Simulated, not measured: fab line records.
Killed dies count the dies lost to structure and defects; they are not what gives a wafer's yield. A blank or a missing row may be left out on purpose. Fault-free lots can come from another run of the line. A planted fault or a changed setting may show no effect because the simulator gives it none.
Chamber matching | flow n5 finfet | N5_BEOL_M4_ETCHBACK_99 on rie diel-03 has 4 sister chambers
The step etches SiO2 in CHF3, target depth 5 nm, time 10.4 s. 8 wafers are shown with their chamber, then 12 later ones without.

## EACH WAFER AND ITS CHAMBER
wafer  | chamber | showerhead plenum p Torr (Torr) | oes product au (a.u.)
L082.1 | 1       | 2.12                            | 0.95
L085.4 | 0       | 2.10                            | 0.91
L085.6 | 0       | 2.10                            | 0.90
L083.2 | 1       | 2.12                            | 0.95
L083.5 | 2       | 2.10                            | 0.85
L089.1 | 2       | 2.09                            | 0.84
L089.4 | 3       | 2.03                            | 0.68
L089.5 | 3       | 2.04                            | 0.68

## WAFERS WITHOUT THEIR CHAMBER
wafer  | showerhead plenum p Torr (Torr) | oes product au (a.u.)
L087.3 | 2.03                            | 0.68
L087.5 | 2.03                            | 0.67
L087.6 | 2.09                            | 0.87
L093.1 | 2.09                            | 0.81
L093.2 | 2.11                            | 0.90
L093.4 | 2.03                            | 0.67
L095.1 | 2.03                            | 0.67
L095.2 | 2.11                            | 0.89
L095.3 | 2.09                            | 0.86
L096.1 | 2.09                            | 0.81
L096.3 | 2.11                            | 0.88
L096.4 | 2.08                            | 0.86

## CHAMBER TAKEN BY EACH
wafer  | from the rows above | in truth
L087.3 | 3                   | 3
L087.5 | 3                   | 3
L087.6 | 2                   | 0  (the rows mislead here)
L093.1 | 2                   | 2
L093.2 | 0                   | 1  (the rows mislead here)
L093.4 | 3                   | 3
L095.1 | 3                   | 3
L095.2 | 0                   | 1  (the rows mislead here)
L095.3 | 2                   | 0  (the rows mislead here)
L096.1 | 2                   | 2
L096.3 | 0                   | 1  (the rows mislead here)
L096.4 | 2                   | 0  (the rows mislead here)
Placed correctly: 6 of 12. Not placeable from these rows: 0. Wrongly placed: 6.
How it was worked out, from the rows above alone: a wafer's distance from a chamber is the root of the sum, over the readings, of the square of ((its reading less the chamber's mean) divided by the reading's scatter). If the next closest chamber is less than 2 further off than the closest, the wafer can't be placed; otherwise it belongs to the closest. For every chamber, the mean is computed from those of its wafers that are shown. The scatter: take each reading less its chamber's mean, square it, sum over the shown wafers, divide by the number of wafers less the number of chambers, and take the root.
